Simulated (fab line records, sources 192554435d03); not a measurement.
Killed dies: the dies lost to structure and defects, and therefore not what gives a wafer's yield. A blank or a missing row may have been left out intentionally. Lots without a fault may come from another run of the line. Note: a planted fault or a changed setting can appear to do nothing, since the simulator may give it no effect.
Chamber matching | flow n5_finfet | rie_diel-05 running N5_BEOL_M8_DESCUM_16: 4 sister chambers
The step chemistry O2, time 7.9 s. 4 wafers are shown with their chamber, then 10 later ones without.

## WAFERS PAIRED WITH THEIR CHAMBERS
wafer  | chamber | showerhead_plenum_p_Torr (Torr)
L090.1 | 2       | 2.14
L090.2 | 0       | 2.01
L090.3 | 3       | 2.11
L091.5 | 1       | 2.21

## WAFERS MISSING THEIR CHAMBER
wafer  | showerhead_plenum_p_Torr (Torr)
L091.6 | 2.01
L095.1 | 2.14
L095.4 | 2.01
L095.6 | 2.14
L096.1 | 2.01
L096.4 | 2.13
L096.6 | 2.11
L097.2 | 2.13
L097.5 | 2.00
L097.6 | 2.11

## WHICH CHAMBER EACH WENT THROUGH
wafer  | from the rows above     | in truth
L091.6 | 0                       | 0
L095.1 | 2                       | 2
L095.4 | 0                       | 0
L095.6 | 2                       | 2
L096.1 | 0                       | 0
L096.4 | can't be placed: 2 or 3 | 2
L096.6 | 3                       | 3
L097.2 | can't be placed: 2 or 3 | 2
L097.5 | 0                       | 0
L097.6 | 3                       | 3
Placed correctly: 8 of 10. Can't be placed from these rows: 2 (the true chamber is among the candidates in 2). Placed wrongly: 0.
How it was worked out, from the rows above alone: a wafer's distance from a chamber is the root of the sum, over the readings, of the square of ((its reading less the chamber's mean) divided by the reading's scatter). The wafer belongs to the nearest chamber; if the next one is less than 2 further off, it can't be placed. For every chamber, the mean is computed from those of its wafers that are shown. The scatter (one wafer shown for each chamber): square how far every hidden wafer sits from the nearest shown wafer, average those squares and take the square root.
